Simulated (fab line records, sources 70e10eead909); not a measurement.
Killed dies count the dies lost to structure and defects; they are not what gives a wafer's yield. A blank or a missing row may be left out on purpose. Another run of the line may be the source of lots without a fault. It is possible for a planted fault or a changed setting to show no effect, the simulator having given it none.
Matching of chambers || flow nand harc || ald hk-02 running NHARC_A_CHANNEL_FILL_D2_ALD_16: 4 sister chambers
The step deposits SiO2, target thk 1.5 nm, pulse time 10 s, ald cycles 15. 8 wafers are shown with their chamber, then 7 later ones without.

== WAFERS WITH THEIR CHAMBER ==
{"wafer": "L082.2", "chamber": 3, "heater power w (W)": 483, "precursor pulse height rel": 0.988}
{"wafer": "L087.4", "chamber": 1, "heater power w (W)": 529, "precursor pulse height rel": 1.002}
{"wafer": "L087.5", "chamber": 2, "heater power w (W)": 493, "precursor pulse height rel": 1.010}
{"wafer": "L089.1", "chamber": 0, "heater power w (W)": 499, "precursor pulse height rel": 0.992}
{"wafer": "L089.3", "chamber": 1, "heater power w (W)": 521, "precursor pulse height rel": 1.007}
{"wafer": "L089.5", "chamber": 2, "heater power w (W)": 499, "precursor pulse height rel": 0.979}
{"wafer": "L091.2", "chamber": 0, "heater power w (W)": 483, "precursor pulse height rel": 1.031}
{"wafer": "L091.4", "chamber": 3, "heater power w (W)": 491, "precursor pulse height rel": 1.002}

== WAFERS WITH NO CHAMBER GIVEN ==
{"wafer": "L091.5", "heater power w (W)": 496, "precursor pulse height rel": 1.010}
{"wafer": "L092.1", "heater power w (W)": 494, "precursor pulse height rel": 1.010}
{"wafer": "L092.4", "heater power w (W)": 503, "precursor pulse height rel": 1.023}
{"wafer": "L092.5", "heater power w (W)": 482, "precursor pulse height rel": 1.001}
{"wafer": "L095.2", "heater power w (W)": 492, "precursor pulse height rel": 1.055}
{"wafer": "L095.3", "heater power w (W)": 530, "precursor pulse height rel": 1.019}
{"wafer": "L095.6", "heater power w (W)": 498, "precursor pulse height rel": 1.004}

== EACH ONE'S CHAMBER ==
{"wafer": "L091.5", "from the rows above": "can't be placed: 0 or 2 or 3", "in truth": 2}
{"wafer": "L092.1", "from the rows above": "can't be placed: 0 or 2 or 3", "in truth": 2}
{"wafer": "L092.4", "from the rows above": "can't be placed: 0 or 2 or 3 or 1", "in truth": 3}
{"wafer": "L092.5", "from the rows above": "can't be placed: 3 or 0 or 2", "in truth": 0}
{"wafer": "L095.2", "from the rows above": "can't be placed: 0 or 3 or 2", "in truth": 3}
{"wafer": "L095.3", "from the rows above": 1, "in truth": 1}
{"wafer": "L095.6", "from the rows above": "can't be placed: 2 or 0 or 3", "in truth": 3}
Correctly placed: 1 of 7. Can't be placed from these rows: 6 (the true chamber is among the candidates in 6). Number placed wrongly: 0.
How it was worked out, from the rows above alone: a wafer's distance from a chamber is the root of the sum, over the readings, of the square of ((its reading less the chamber's mean) divided by the reading's scatter). The wafer belongs to the nearest chamber; if the next one is less than 2 further off, it can't be placed. The mean given for a chamber averages the wafers shown for that chamber. The scatter is the square root of a quotient: the sum, over the shown wafers, of each reading's squared deviation from its chamber's mean, divided by wafers minus chambers.
